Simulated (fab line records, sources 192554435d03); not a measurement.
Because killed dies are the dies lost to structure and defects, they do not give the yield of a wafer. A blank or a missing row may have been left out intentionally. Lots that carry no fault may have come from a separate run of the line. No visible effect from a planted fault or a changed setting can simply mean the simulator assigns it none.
fab line records    flow n5Finfet
record: lots: 5  wafers: 15  lastDay: 15
route steps=1938 shown PMOS_HMC_CHANNEL_EPI@78
lots untouched by any fault: they come from a run of this same line in which no faults occurred
startH: hours from the record's first day to the start of the lot's first wafer shown    waitH: hours since the lot's step before    " the same as in the row above    L1.1+2: one row covering several wafers at once    - value missing, or start not given    * or withheld: withheld    < > ~ a bound
route shown NAME@n: a module of which the file shows steps, and the number in the route of the first    usual: average and standard deviation across the fault-free wafers    same: alike in all rows    chamber/n: place in a boat    sites: per-site readings    _std_site: standard deviation of those values    _edge_site: mean of outer sites minus mean of inner sites    radiusMm: for every site, how far away it sits from the centre of the wafer    mask NAME#n: copy n    behind: the tool/chamber that last shaped the wafer    hold: reason for holding the lot/hours on hold/outcome of the hold    device: transistor that didn't switch, given as n, p or np    end of line: the route-end tests of the same wafers    a step without rows: its recipe alone    killed: not the wafer's yield, but the dies lost to structure and defects at the first sort    map: a wafer's dies, x killed, . not, _ none there
set.NAME: the setting that was run; set.NAME@STEP: the one run at that earlier step    model.NAME: the simulator's own value behind a step, which no gauge read
lots at selected steps of the route; one table per step, one row per wafer
services: from which hour (startH, from the record's first day; less than 0 if before it) a tool's chamber was out of use, for how many hours, and why
== steps ==
step: N5_PMOS_HMC_CHANNEL_EPI_EPI_20
recipe: material: SiGe30  maskMaterial: SiO2  pressureTorr: 20  targetThkA: 590  tempC: 600
usual: chamberPressureTorr: 20.00/0.047
lot.wafer  tool         chamber  startH  waitH  chamberPressureTorr
L076.1     epiRpcvd-04  0        29.91   0.0    20.01
L076.4     "            0        "       "      20.06
L076.5     "            0        "       "      20.05
L078.1     epiRpcvd-03  0        42.11   0.0    20.03
L078.5     "            0        43.18   1.1    20.04
L078.6     "            0        "       "      19.99
L080.2     epiRpcvd-03  0        54.43   0.2    19.97
L080.5     "            0        "       "      19.98
L080.6     "            0        "       "      20.00
L088.2     epiRpcvd-04  0        102.40  0.2    19.98
L088.3     "            0        "       "      19.95
L088.4     "            0        "       "      19.95
L089.4     epiRpcvd-01  0        108.77  0.6    20.08
L089.5     "            0        "       "      20.04
L089.6     "            0        "       "      20.12
step: N5_PMOS_HMC_CHANNEL_EPI_HM_STRIP_35
recipe: chemistry: dHF  tempC: 25  material: SiO2  target: SiO2  targetDepthA: 396  timeS: 216
lot.wafer   tool         chamber  startH  waitH
L076.1+4+5  wetBench-01  4,1,3    31.55   1.4
L078.1+5+6  wetBench-01  0,5,7    43.76   1.4
L080.2+5+6  wetBench-05  4,3,5    55.47   0.8
L088.2+3+4  wetBench-05  5,4,3    103.44  0.8
L089.4+5+6  wetBench-01  5,2,6    109.41  0.4
step: N5_PMOS_HMC_CHANNEL_EPI_SRD_39
recipe: dry: ipaMarangoni  timeS: 30  tempC: 23  rinseLiquid: diw
lot.wafer   tool         chamber  startH  waitH
L076.1+4+5  wetBench-01  4,1,3    31.61   0.0
L078.1+5+6  wetBench-01  0,5,7    43.82   0.0
L080.2+5+6  wetBench-05  4,3,5    55.53   0.0
L088.2+3+4  wetBench-05  5,4,3    103.50  0.0
L089.4+5+6  wetBench-01  5,2,6    109.47  0.0
step: N5_PMOS_HMC_CHANNEL_EPI_CMP_21
recipe: material: SiGe30  postCmpClean: alkalineBrush  targetThkNm: 54
usual: motorCurrentA: 12.2/1.4
lot.wafer  tool    chamber  startH  waitH  motorCurrentA
L076.1     cmp-02  3        31.69   0.1    9.2
L076.4     "       0        "       "      11.3
L076.5     "       2        "       "      11.6
L078.1     cmp-03  0        43.86   0.0    13.3
L078.6     "       0        "       "      12.7
L078.5     "       1        "       "      11.9
L080.2     cmp-03  0        55.61   0.1    13.9
L080.5     "       3        "       "      14.2
L080.6     "       0        "       "      13.3
L088.2     cmp-03  0        103.54  0.0    13.6
L088.3     "       2        "       "      13.6
L088.4     "       3        "       "      14.0
L089.4     cmp-03  3        109.51  0.0    13.9
L089.5     "       3        "       "      13.4
L089.6     "       0        "       "      12.9
step: N5_PMOS_HMC_CHANNEL_EPI_THK_MEAS_22
recipe: reads: SiGe30_of_PMOS_HMC_CHANNEL_EPI_EPI_20
usual: HMC_CMP_THK: 54.3/1.5
lot.wafer  tool          chamber  startH  waitH  HMC_CMP_THK[nm]
L076.1     filmMetro-02  -        31.94   -      56.0
L076.4     "             -        "       "      54.4
L076.5     "             -        "       "      56.3
L078.1     filmMetro-02  -        44.16   -      53.5
L078.5     "             -        "       "      54.1
L078.6     "             -        "       "      53.6
L080.2     filmMetro-01  -        55.86   -      51.9
L080.5     "             -        "       "      51.4
L080.6     "             -        "       "      54.8
L088.2     filmMetro-01  -        103.83  -      55.9
L088.3     "             -        "       "      54.7
L088.4     "             -        "       "      56.7
L089.4     filmMetro-02  -        109.80  -      51.9
L089.5     "             -        "       "      52.0
L089.6     "             -        "       "      52.7
step: N5_PMOS_HMC_CHANNEL_EPI_PRECLEAN_40
recipe: chemistry: DHF  timeS: 30  tempC: 25  dilution: withheld
lot.wafer   tool         chamber  startH  waitH
L076.1+4+5  wetBench-03  5,7,2    31.97   0.0
L078.1+5+6  wetBench-05  6,7,5    44.18   0.0
L080.2+5+6  wetBench-03  4,0,3    55.89   0.0
L088.2+3+4  wetBench-01  2,5,7    103.86  0.0
L089.4+5+6  wetBench-03  1,7,3    109.83  0.0
step: N5_PMOS_HMC_CHANNEL_EPI_PRECLEAN_37
recipe: chemistry: O3/DIW  timeS: 45  tempC: 22  o3Ppm: 10
lot.wafer   tool         chamber  startH  waitH
L076.1+4+5  wetBench-03  5,7,2    31.98   0.0
L078.1+5+6  wetBench-05  6,7,5    44.20   0.0
L080.2+5+6  wetBench-03  4,0,3    55.90   0.0
L088.2+3+4  wetBench-01  2,5,7    103.87  0.0
L089.4+5+6  wetBench-03  1,7,3    109.84  0.0
step: N5_PMOS_HMC_CHANNEL_EPI_PRECLEAN_24
recipe: chemistry: DHF  timeS: 30  tempC: 25  dilution: withheld
lot.wafer   tool         chamber  startH  waitH
L076.1+4+5  wetBench-03  5,7,2    31.99   0.0
L078.1+5+6  wetBench-05  6,7,5    44.21   0.0
L080.2+5+6  wetBench-03  4,0,3    55.91   0.0
L088.2+3+4  wetBench-01  2,5,7    103.88  0.0
L089.4+5+6  wetBench-03  1,7,3    109.85  0.0
== services ==
tool         chamber  startH  hours  kind
cmp-02       -        6.03    1.8    repair
epiRpcvd-01  -        11.47   27.2   pm
cmp-02       -        23.12   4.5    repair
epiRpcvd-03  -        33.33   0.6    repair
cmp-02       -        44.20   5.1    pm
cmp-02       -        51.10   1.6    repair
wetBench-01  -        65.48   2.3    repair
cmp-03       -        84.39   5.3    pm
== key ==
fault none
